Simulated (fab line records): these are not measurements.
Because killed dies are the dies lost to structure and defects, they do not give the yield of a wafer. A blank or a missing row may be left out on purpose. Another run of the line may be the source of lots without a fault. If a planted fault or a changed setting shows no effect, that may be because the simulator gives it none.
Check for tools in common || flow nandHarc || Sample size 2 lots and 6 wafers

## THE REASON FOR OPENING IT
Flagged at NHARC_END_SORT_01: reading killedAtArray, on 2 of 2 lots. No-fault wafers: 28, standard deviation 8.9.
Rule: a lot is flagged in two cases, either no wafer of it has a number, or all its wafers with numbers fall more than 4 standard deviations from that mean. The other lots count as sound.

{"lot": "L169", "measured": "day 22 13:32", "on": "prober-01", "killedAtArray, wafer by wafer": "676 671 674", "flag": "FLAGGED"}
{"lot": "L167", "measured": "day 23 02:58", "on": "prober-02", "killedAtArray, wafer by wafer": "670 666 665", "flag": "FLAGGED"}
The mean of the flagged lots' numbers is 670, +642 from the usual (+72 standard deviations).

## EACH LOT AND THE TOOL IT RAN ON
Before the reading, the record contains 3 process steps out of a 1159-step route. Read each cell as the tool, then ch plus the chambers that the sampled wafers visited, then the start.
{"lot": "L169", "flag": "FLAGGED", "NHARC_A_SGD_CUT_ETCH_15": "rieDiel-09 ch 0,2,3, day 17 03:49 or earlier", "NHARC_A_SGD_CUT_STRIP_28": "rieDiel-06 ch 1,2,3, day 17 04:34 or earlier", "NHARC_A_SLIT_DEP_25": "pecvd-01 ch 1,2, day 17 04:34"}
{"lot": "L167", "flag": "FLAGGED", "NHARC_A_SGD_CUT_ETCH_15": "rieDiel-06 ch 0,1,3, day 17 18:39 or earlier", "NHARC_A_SGD_CUT_STRIP_28": "rieDiel-06 ch 0,1,3, day 17 19:14 or earlier", "NHARC_A_SLIT_DEP_25": "pecvd-01 ch 0,2, day 17 19:14"}
What is done by these steps:
- NHARC_A_SGD_CUT_ETCH_15: etches the open film in CH3F/O2, target depth 75 nm, time 64.3 s.
- NHARC_A_SGD_CUT_STRIP_28: strips in O2, time 20 s.
- NHARC_A_SLIT_DEP_25: deposits SiO2, target thk 200 nm.
- NHARC_END_SORT_01

## FLAGGED OVER TOTAL, TOOL BY TOOL (the gauges that took the reading come last)
{"step": "NHARC_A_SGD_CUT_ETCH_15", "tool": "rieDiel-06", "lots run": 1, "flagged": 1, "share of the flagged lots": "some", "sound lots run after its first flagged lot": 0}
{"step": "NHARC_A_SGD_CUT_ETCH_15", "tool": "rieDiel-09", "lots run": 1, "flagged": 1, "share of the flagged lots": "some", "sound lots run after its first flagged lot": 0}
{"step": "NHARC_A_SGD_CUT_STRIP_28", "tool": "rieDiel-06", "lots run": 2, "flagged": 2, "share of the flagged lots": "all", "sound lots run after its first flagged lot": 0}
{"step": "NHARC_A_SLIT_DEP_25", "tool": "pecvd-01", "lots run": 2, "flagged": 2, "share of the flagged lots": "all", "sound lots run after its first flagged lot": 0}
{"step": "NHARC_END_SORT_01", "tool": "prober-01", "lots run": 1, "flagged": 1, "share of the flagged lots": "some", "sound lots run after its first flagged lot": 0}
{"step": "NHARC_END_SORT_01", "tool": "prober-02", "lots run": 1, "flagged": 1, "share of the flagged lots": "some", "sound lots run after its first flagged lot": 0}
Because NHARC_A_SGD_CUT_ETCH_15 lacks a start for some lots, the hours and order of its lots are taken from NHARC_A_SGD_CUT_THK_MEAS_22. Because NHARC_A_SGD_CUT_STRIP_28 lacks a start for some lots, the hours and order of its lots are taken from NHARC_A_SLIT_DEP_25.

## WHAT THE TABLE PERMITS
Table rows that saw every flagged lot: 2, namely rieDiel-06 at NHARC_A_SGD_CUT_STRIP_28 and pecvd-01 at NHARC_A_SLIT_DEP_25.
- rieDiel-06 at NHARC_A_SGD_CUT_STRIP_28: 2 of its 2 lots flagged. In this sample it ran no sound lot ahead of its first flagged lot, so there is no way to narrow down the start.
- pecvd-01 at NHARC_A_SLIT_DEP_25: 2 of its 2 lots flagged. In this sample it ran no sound lot ahead of its first flagged lot, so there is no way to narrow down the start.
Because each of these 2 tools fits a fault that began at some hour, counting lots does not separate them. More lots, or a look at what each step does to the wafer, might.

## WHAT THE SIMULATOR HAD INSERTED
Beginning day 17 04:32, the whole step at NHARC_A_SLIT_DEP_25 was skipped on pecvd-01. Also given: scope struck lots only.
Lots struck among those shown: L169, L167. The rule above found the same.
